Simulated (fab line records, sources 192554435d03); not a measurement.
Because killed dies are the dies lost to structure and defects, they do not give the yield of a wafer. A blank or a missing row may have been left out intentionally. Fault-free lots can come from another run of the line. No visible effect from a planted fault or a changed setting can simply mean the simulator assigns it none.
Which tool was responsible? | flow n5-finfet | 10 lots, 30 wafers sampled, at 6 steps of a route of 1938

## WHAT EACH GAUGE READ, for each wafer
N5_BEOL_M8_THK_MEAS_01. Usual: M8_ILD_THK typically reads 155.6 nm, with standard deviation 1.9.
lot  | measured     | on            | M8_ILD_THK (nm)   | flag
L810 | day 9 06:51  | film-metro-01 | 155.9 156.0 157.9 |
L811 | day 9 07:08  | film-metro-01 | 153.8 155.2 155.2 |
L815 | day 10 12:42 | film-metro-01 | 151.7 155.2 155.3 |
L816 | day 10 14:24 | film-metro-01 | 155.9 156.0 156.8 |
L814 | day 10 17:42 | film-metro-02 | 157.5 156.1 159.1 |
L818 | day 11 00:08 | film-metro-02 | 156.7 156.9 156.1 |
L819 | day 11 01:03 | film-metro-01 | 154.0 152.7 156.7 |
L827 | day 13 05:14 | film-metro-02 | 156.9 156.2 156.0 |
L829 | day 13 23:46 | film-metro-02 | 153.6 156.6 154.0 |
L833 | day 14 23:59 | film-metro-01 | 155.2 156.9 156.1 |

N5_BEOL_M8_CD_MEAS_11 targets a cd of 38.5 nm. Usual: 38.6 nm for cd-nm, sd 0.42.
lot  | measured     | on        | cd-nm (nm)     | flag
L810 | day 9 07:19  | cd-sem-01 | 38.7 38.5 38.4 |
L811 | day 9 07:43  | cd-sem-03 | 38.4 38.3 39.0 |
L815 | day 10 14:21 | cd-sem-01 | 39.0 38.2 38.4 |
L816 | day 10 15:26 | cd-sem-02 | 38.9 38.4 38.7 |
L814 | day 10 18:20 | cd-sem-02 | 38.1 39.1 38.5 |
L818 | day 11 02:47 | cd-sem-02 | 38.3 38.7 38.6 |
L819 | day 11 03:07 | cd-sem-02 | 38.6 39.0 38.2 |
L827 | day 13 06:13 | cd-sem-02 | 38.4 39.0 38.9 |
L829 | day 14 01:10 | cd-sem-01 | 39.7 40.6 39.7 | OFF
L833 | day 15 00:49 | cd-sem-02 | 39.9 40.0 40.3 | OFF

N5_BEOL_M8_CD_MEAS_18: pitch 80 nm, target cd 40 nm. Usual: 40.2 nm for cd-nm, sd 0.47.
lot  | measured     | on        | cd-nm (nm)     | flag
L810 | day 9 09:27  | cd-sem-01 | 39.8 39.8 40.3 |
L811 | day 9 10:08  | cd-sem-01 | 39.7 39.6 40.6 |
L815 | day 10 14:57 | cd-sem-03 | 41.2 40.5 40.3 |
L816 | day 10 15:59 | cd-sem-02 | 39.8 40.4 40.4 |
L814 | day 10 18:59 | cd-sem-01 | 40.1 40.9 40.0 |
L818 | day 11 03:20 | cd-sem-02 | 39.2 40.5 39.9 |
L819 | day 11 03:40 | cd-sem-01 | 39.8 40.2 40.2 |
L827 | day 13 06:46 | cd-sem-02 | 40.1 40.1 40.3 |
L829 | day 14 01:47 | cd-sem-02 | 41.0 42.7 41.4 | OFF
L833 | day 15 01:24 | cd-sem-03 | 41.6 41.7 42.1 | OFF

## TOOL THAT RAN EACH LOT (tool first, then ch and the chambers of the sampled wafers, then the start)
lot  | N5_BEOL_M7_DEP_56               | N5_BEOL_M8_EXPOSE_08               | N5_BEOL_M8_ETCH_61
L810 | pecvd-03 ch 0,1,2, day 9 06:08  | arfi-scanner-01 ch 0, day 9 07:12  | rie-diel-06 ch 1,2, day 9 08:35
L811 | pecvd-03 ch 0,1,2, day 9 06:25  | arfi-scanner-03 ch 0, day 9 07:36  | rie-diel-06 ch 0,3, day 9 09:39
L815 | pecvd-04 ch 0, day 10 11:59     | arfi-scanner-02 ch 0, day 10 14:13 | rie-diel-02 ch 0,2,3, day 10 14:31
L816 | pecvd-03 ch 0,2, day 10 13:40   | arfi-scanner-01 ch 0, day 10 15:18 | rie-diel-02 ch 2,3, day 10 15:33
L814 | pecvd-03 ch 1,2, day 10 16:44   | arfi-scanner-02 ch 0, day 10 18:13 | rie-diel-04 ch 1,2, day 10 18:33
L818 | pecvd-04 ch 1,2, day 10 23:23   | arfi-scanner-02 ch 0, day 11 02:40 | rie-diel-02 ch 0,3, day 11 02:55
L819 | pecvd-01 ch 0,1, day 11 00:20   | arfi-scanner-03 ch 0, day 11 02:59 | rie-diel-02 ch 0,2,3, day 11 03:14
L827 | pecvd-01 ch 0,1,2, day 13 04:33 | arfi-scanner-02 ch 0, day 13 06:06 | rie-diel-02 ch 0,2,3, day 13 06:22
L829 | pecvd-01 ch 1,2, day 13 23:03   | arfi-scanner-02 ch 0, day 14 01:02 | rie-diel-06 ch 0,2,3, day 14 01:21
L833 | pecvd-03 ch 0,1, day 14 22:47   | arfi-scanner-02 ch 0, day 15 00:41 | rie-diel-04 ch 0,2,3, day 15 00:56
- N5_BEOL_M7_DEP_56: deposits SiCN from 3MS/NH3, target thk 10 nm, time 17.5 s.
- N5_BEOL_M8_EXPOSE_08: exposes mask M8.
- N5_BEOL_M8_ETCH_61: etches SiARC in CF4, target depth 45.5 nm, time 75.8 s.

## WHAT THE TOOLS THEMSELVES READ (means of the sampled wafers that have a number; where no wafer has one, the mark that the record gives instead)
N5_BEOL_M7_DEP_56. Usual: showerhead-plenum-p-Torr 3.667 Torr, standard deviation 0.013; throttle-valve-pct 9.1 %, standard deviation 0.41.
lot  | tool     | showerhead-plenum-p-Torr (Torr) | throttle-valve-pct (%) | flag
L810 | pecvd-03 | 3.681                           | 9.1                    |
L811 | pecvd-03 | 3.680                           | 9.0                    |
L815 | pecvd-04 | 3.657                           | 9.4                    |
L816 | pecvd-03 | 3.666                           | 8.9                    |
L814 | pecvd-03 | 3.680                           | 9.1                    |
L818 | pecvd-04 | 3.671                           | 8.8                    |
L819 | pecvd-01 | 3.661                           | 9.7                    |
L827 | pecvd-01 | 3.659                           | 9.4                    |
L829 | pecvd-01 | 3.651                           | 9.1                    |
L833 | pecvd-03 | 3.679                           | 9.2                    |

N5_BEOL_M8_EXPOSE_08. Usual: 68.20 for exposure-dose-mJ-cm2, sd 0.07.
lot  | tool            | exposure-dose-mJ-cm2 | flag
L810 | arfi-scanner-01 | 68.18                |
L811 | arfi-scanner-03 | 68.32                |
L815 | arfi-scanner-02 | 68.19                |
L816 | arfi-scanner-01 | 68.20                |
L814 | arfi-scanner-02 | 68.14                |
L818 | arfi-scanner-02 | 68.26                |
L819 | arfi-scanner-03 | 68.30                |
L827 | arfi-scanner-02 | 68.20                |
L829 | arfi-scanner-02 | 70.66                | OFF
L833 | arfi-scanner-02 | 70.20                | OFF

N5_BEOL_M8_ETCH_61. Usual: chamber-pressure-mTorr 40.00 mTorr, standard deviation 0.037; drypump-motor-current-A 5.8 A, standard deviation 0.59; etch-rf-on-time-s 75.8 s, standard deviation 1.4; oes-product-au 0.67 a.u., standard deviation 0.068; rf-vpp-V 184.0 V, standard deviation 1.1; showerhead-plenum-p-Torr 2.12 Torr, standard deviation 0.06; throttle-valve-pct 15.62 %, standard deviation 0.26.
lot  | tool        | chamber-pressure-mTorr (mTorr) | drypump-motor-current-A (A) | etch-rf-on-time-s (s) | oes-product-au (a.u.) | rf-vpp-V (V) | showerhead-plenum-p-Torr (Torr) | throttle-valve-pct (%) | flag
L810 | rie-diel-06 | 39.96                          | 5.9                         | 77.1                  | 0.62                  | 184.5        | 2.11                            | 15.66                  |
L811 | rie-diel-06 | 40.01                          | 6.2                         | 76.0                  | 0.67                  | 184.2        | 2.10                            | 15.47                  |
L815 | rie-diel-02 | 39.95                          | 5.6                         | 76.0                  | 0.67                  | 184.3        | 2.12                            | 15.64                  |
L816 | rie-diel-02 | 39.98                          | 6.0                         | 75.4                  | 0.66                  | 184.4        | 2.14                            | 15.86                  |
L814 | rie-diel-04 | 39.99                          | 5.9                         | 75.5                  | 0.72                  | 184.0        | 2.08                            | 15.56                  |
L818 | rie-diel-02 | 40.03                          | 5.2                         | 77.4                  | 0.61                  | 183.4        | 2.09                            | 15.79                  |
L819 | rie-diel-02 | 39.96                          | 5.6                         | 75.2                  | 0.67                  | 184.0        | 2.11                            | 15.66                  |
L827 | rie-diel-02 | 39.99                          | 5.6                         | 74.8                  | 0.73                  | 183.3        | 2.11                            | 15.53                  |
L829 | rie-diel-06 | 39.99                          | 5.9                         | 77.6                  | 0.61                  | 184.1        | 2.08                            | 15.59                  |
L833 | rie-diel-04 | 40.02                          | 6.1                         | 75.5                  | 0.69                  | 183.9        | 2.13                            | 15.59                  |

## THE ANSWER, worked out from the rows above alone
Rule: take the mean of a lot's wafers that have a number; if it is more than 3 standard deviations from the usual mean, the lot is off. Also off: a lot with no number at a reading for which 4 or more lots have one. The other lots that the step has rows for count as sound. After the gauges, taken in route order, come the tools' own readings; for these a lot's mean is taken, as printed above. The first step at which some lot is off is used, and at that step the reading that is off furthest; a lot without a number counts as furthest.
Off: L829, L833, at N5_BEOL_M8_CD_MEAS_11 (cd-nm).
A tool fits if, at a process step before that reading, it ran every lot that is off, and no sound lot after the first of them. Not tried: the gauges at N5_BEOL_M8_CD_MEAS_11; whatever is off there is also off at N5_BEOL_M8_EXPOSE_08, on other tools, and gauge error can't account for it. One fits: arfi-scanner-02 at N5_BEOL_M8_EXPOSE_08. A fault onset in the window from L827 (day 13 06:06, its last sound lot) to L829 (day 14 01:02, its first lot off) fits.
The tool's own readings at N5_BEOL_M8_EXPOSE_08 bear it out: on the lots that are off they differ by more than 5 times the standard deviation of the sound lots' means. exposure-dose-mJ-cm2 reads 70.43 there against 68.22 on the sound lots.

## WHAT THE SIMULATOR HAD INSERTED
Process parameters drifting: arfi-scanner-02 at N5_BEOL_M8_EXPOSE_08, beginning at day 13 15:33. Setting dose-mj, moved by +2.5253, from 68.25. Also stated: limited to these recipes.
Shown lots that were struck: L829, L833. The same result came from the rule above.
